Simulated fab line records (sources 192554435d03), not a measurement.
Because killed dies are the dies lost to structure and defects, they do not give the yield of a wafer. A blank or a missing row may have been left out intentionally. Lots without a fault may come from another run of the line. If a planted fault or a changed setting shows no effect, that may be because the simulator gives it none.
Lot-split experiment || flow n5 finfet || route with 1938 steps; 7 lots, 21 wafers read

## SPLIT DETAILS
At N5_GATE_CUT_COAT_27 (time 60 s, resist thk 10 nm), the setting spin rpm was moved away from the recipe's 1500 rpm on 6 of the 21 wafers read, by -6.9% to +10.7%. The other wafers ran this setting at the recipe's value.

## FROM THE SPLIT ON TO THE READING: in between, the file shows 1 step
- N5_GATE_CUT_DESCUM_18: chemistry O2, time 7 s (also split here: time s)

## THE READING
etch.depth nm (the simulator's own value, which no gauge read), in nm, at N5_GATE_CUT_ETCH_28 (etches underlayer in N2/H2, target depth 13 nm, time 10.4 s). There is no usual value for it anywhere in the file. Across the 15 wafers here that went through the recipe, the average is 10.012 nm and the standard deviation 0.018 nm.

{"wafer": "L074.1", "tool, chamber at the split": "litho track-03, 0", "spin rpm as run, rpm": 1500, "against the recipe": "recipe", "etch.depth nm, nm": 9.998, "against lot-mates on the recipe": "-"}
{"wafer": "L074.3", "tool, chamber at the split": "litho track-03, 0", "spin rpm as run, rpm": 1500, "against the recipe": "recipe", "etch.depth nm, nm": 10.01, "against lot-mates on the recipe": "-"}
{"wafer": "L074.4", "tool, chamber at the split": "litho track-03, 0", "spin rpm as run, rpm": 1500, "against the recipe": "recipe", "etch.depth nm, nm": 10.02, "against lot-mates on the recipe": "-"}
{"wafer": "L081.4", "tool, chamber at the split": "litho track-01, 0", "spin rpm as run, rpm": 1438, "against the recipe": "-4.1%", "etch.depth nm, nm": 10.23, "against lot-mates on the recipe": "+0.222"}
{"wafer": "L081.5", "tool, chamber at the split": "litho track-01, 0", "spin rpm as run, rpm": 1500, "against the recipe": "recipe", "etch.depth nm, nm": 10.03, "against lot-mates on the recipe": "-"}
{"wafer": "L081.6", "tool, chamber at the split": "litho track-01, 0", "spin rpm as run, rpm": 1500, "against the recipe": "recipe", "etch.depth nm, nm": 9.986, "against lot-mates on the recipe": "-"}
{"wafer": "L084.1", "tool, chamber at the split": "litho track-02, 0", "spin rpm as run, rpm": 1500, "against the recipe": "recipe", "etch.depth nm, nm": 10.03, "against lot-mates on the recipe": "-"}
{"wafer": "L084.2", "tool, chamber at the split": "litho track-02, 0", "spin rpm as run, rpm": 1500, "against the recipe": "recipe", "etch.depth nm, nm": 10.02, "against lot-mates on the recipe": "-"}
{"wafer": "L084.6", "tool, chamber at the split": "litho track-02, 0", "spin rpm as run, rpm": 1399, "against the recipe": "-6.7%", "etch.depth nm, nm": 10.37, "against lot-mates on the recipe": "+0.345"}
{"wafer": "L086.3", "tool, chamber at the split": "litho track-02, 0", "spin rpm as run, rpm": 1397, "against the recipe": "-6.9%", "etch.depth nm, nm": 10.37, "against lot-mates on the recipe": "+0.375"}
{"wafer": "L086.4", "tool, chamber at the split": "litho track-02, 0", "spin rpm as run, rpm": 1397, "against the recipe": "-6.9%", "etch.depth nm, nm": 10.4, "against lot-mates on the recipe": "+0.405"}
{"wafer": "L086.5", "tool, chamber at the split": "litho track-02, 0", "spin rpm as run, rpm": 1500, "against the recipe": "recipe", "etch.depth nm, nm": 9.995, "against lot-mates on the recipe": "-"}
{"wafer": "L089.2", "tool, chamber at the split": "litho track-01, 0", "spin rpm as run, rpm": 1661, "against the recipe": "+10.7%", "etch.depth nm, nm": 9.537, "against lot-mates on the recipe": -0.493}
{"wafer": "L089.3", "tool, chamber at the split": "litho track-01, 0", "spin rpm as run, rpm": 1500, "against the recipe": "recipe", "etch.depth nm, nm": 10.03, "against lot-mates on the recipe": "-"}
{"wafer": "L089.6", "tool, chamber at the split": "litho track-01, 0", "spin rpm as run, rpm": 1661, "against the recipe": "+10.7%", "etch.depth nm, nm": 9.517, "against lot-mates on the recipe": -0.513}
{"wafer": "L090.2", "tool, chamber at the split": "litho track-01, 0", "spin rpm as run, rpm": 1500, "against the recipe": "recipe", "etch.depth nm, nm": 10.04, "against lot-mates on the recipe": "-"}
{"wafer": "L090.3", "tool, chamber at the split": "litho track-01, 0", "spin rpm as run, rpm": 1500, "against the recipe": "recipe", "etch.depth nm, nm": 10.02, "against lot-mates on the recipe": "-"}
{"wafer": "L090.5", "tool, chamber at the split": "litho track-01, 0", "spin rpm as run, rpm": 1500, "against the recipe": "recipe", "etch.depth nm, nm": 10.02, "against lot-mates on the recipe": "-"}
{"wafer": "L091.3", "tool, chamber at the split": "litho track-02, 0", "spin rpm as run, rpm": 1500, "against the recipe": "recipe", "etch.depth nm, nm": 10.02, "against lot-mates on the recipe": "-"}
{"wafer": "L091.4", "tool, chamber at the split": "litho track-02, 0", "spin rpm as run, rpm": 1500, "against the recipe": "recipe", "etch.depth nm, nm": 9.98, "against lot-mates on the recipe": "-"}
{"wafer": "L091.6", "tool, chamber at the split": "litho track-02, 0", "spin rpm as run, rpm": 1500, "against the recipe": "recipe", "etch.depth nm, nm": 9.988, "against lot-mates on the recipe": "-"}

FIT RESULTS
A straight line over all 21 wafers: etch.depth nm changes by -0.0486 nm for each +1% of spin rpm; r = -0.99; the points scatter about the line by 0.023 nm.
The same after taking each lot's own level away (the mean of its wafers on the recipe; 21 wafers): -0.05 nm for each +1%; r = -1.00; scatter 0.021 nm.
The reading moves by 0.54 nm for the largest change in spin rpm, on that fit.
Measured against the standard deviation above, the lots' own levels, which go from 9.9950 to 10.0300 nm, span 1.9 times it.
The two slopes agree, so the slope changes little with the lot-to-lot level.
Check: -0.547 nm against its lot-mates is what the line predicts for one of the wafers moved furthest among these (+10.7%) when that wafer is left out of the fit. Against them it came out at -0.493 nm.

## THE OTHER SPLITS THESE WAFERS WENT THROUGH
Note: prior to the reading, these wafers also went through further splits. Each is held against what the fit with the lots' levels taken away leaves over:
{"other split on the same wafers": "N5_SDB_EXPOSE_08 dose mj", "wafers away from the commonest value": 5, "r with etch.depth nm (lot level and that fit taken away)": -0.22}
{"other split on the same wafers": "N5_SDB_ETCH_18 source w", "wafers away from the commonest value": 2, "r with etch.depth nm (lot level and that fit taken away)": "+0.20"}
{"other split on the same wafers": "N5_HKMG_FIN_DESCUM_53 time s", "wafers away from the commonest value": 10, "r with etch.depth nm (lot level and that fit taken away)": -0.47}
{"other split on the same wafers": "N5_HKMG_FIN_ETCH_58 source w", "wafers away from the commonest value": 6, "r with etch.depth nm (lot level and that fit taken away)": -0.11}
{"other split on the same wafers": "N5_GATE_CUT_DESCUM_18 time s", "wafers away from the commonest value": 5, "r with etch.depth nm (lot level and that fit taken away)": "+0.18"}

## THE WHOLE CHAIN: every reading that the file lists as answering this split, in the file's order
{"step": "N5_GATE_CUT_COAT_27", "what it does": "time 60 s, resist thk 10 nm", "reading": "underlayer_of_GATE_CUT_COAT_27.thk nm (the simulator's own value, which no gauge read)", "change (the file's fit)": "-0.047 nm for each +1% of the setting", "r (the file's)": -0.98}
{"step": "N5_GATE_CUT_ETCH_28", "what it does": "etches underlayer in N2/H2, target depth 13 nm, time 10.4 s", "reading": "etch.depth nm (the simulator's own value, which no gauge read)", "change (the file's fit)": "-0.0502 nm for each +1% of the setting", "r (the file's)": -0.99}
{"step": "N5_GATE_CUT_ETCH_28", "what it does": "etches underlayer in N2/H2, target depth 13 nm, time 10.4 s", "reading": "CAR-EUV_of_GATE_CUT_COAT_07.thk nm (the simulator's own value, which no gauge read)", "change (the file's fit)": "+0.0607 nm for each +1% of the setting, in a fit together with time s@GATE_CUT_DESCUM_18", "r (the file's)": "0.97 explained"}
{"step": "N5_GATE_CUT_ETCH_36", "what it does": "etches SiARC in CF4, target depth 13 nm, time 21.7 s", "reading": "CAR-EUV_of_GATE_CUT_COAT_07.thk nm (the simulator's own value, which no gauge read)", "change (the file's fit)": "+0.0495 nm for each +1% of the setting, in a fit together with time s@GATE_CUT_DESCUM_18", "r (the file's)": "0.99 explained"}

## THE FILE'S OWN FIT
etch.depth nm changes by -0.0502 nm for each +1% of spin rpm, r = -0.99.
